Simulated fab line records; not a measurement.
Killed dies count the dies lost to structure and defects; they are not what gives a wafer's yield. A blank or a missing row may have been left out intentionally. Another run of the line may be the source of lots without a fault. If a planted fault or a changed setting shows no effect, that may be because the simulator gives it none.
The tool behind it: which one? | flow n5 finfet | route of 1938 steps, sampled at 1 step: 10 lots, 30 wafers

WHAT THE GAUGES SHOWED, per wafer
N5_BEOL_M15_INSPECT_55: inspects for defects (darkfield).
lot  | measured     | on                | raw defect count
L371 | day 14 12:31 | defect inspect-02 | 100 70 65
L374 | day 14 15:14 | defect inspect-01 | 34 50 40
L370 | day 14 18:14 | defect inspect-01 | 49 70 72
L376 | day 15 06:45 | defect inspect-01 | 85 84 113
L378 | day 16 02:12 | defect inspect-02 | 81 85 66
L380 | day 16 08:26 | defect inspect-02 | 50 66 64
L381 | day 17 00:23 | defect inspect-01 | 91 75 85
L383 | day 17 11:41 | defect inspect-01 | 57 37 92
L389 | day 18 19:08 | defect inspect-01 | 58 73 37
L390 | day 19 19:35 | defect inspect-01 | 62 149 60

WHICH TOOL RAN EACH LOT (tool, then ch and the chambers of the sampled wafers, then the start)
The record shows no process step preceding these readings.

THE ANSWER, worked out from the rows above alone
Rule: usual is defined by the lots themselves. Put in order of their means at a reading, lots are off if they are a third of the lots or fewer, leave a main group of 4 or more, and stand apart from it by a gap of 3 or more times the standard deviation of the main group's means; of several such gaps the widest counts. If all means in a main group match to the digits the tables above print for the reading, that group is not used. Also off: a lot with no number at a reading for which 4 or more lots have one. Any other lot the step has rows for is counted as sound.
No lot is off on any of the readings shown, so nothing can be concluded from this.

WHAT HAD BEEN PUT IN BY THE SIMULATOR
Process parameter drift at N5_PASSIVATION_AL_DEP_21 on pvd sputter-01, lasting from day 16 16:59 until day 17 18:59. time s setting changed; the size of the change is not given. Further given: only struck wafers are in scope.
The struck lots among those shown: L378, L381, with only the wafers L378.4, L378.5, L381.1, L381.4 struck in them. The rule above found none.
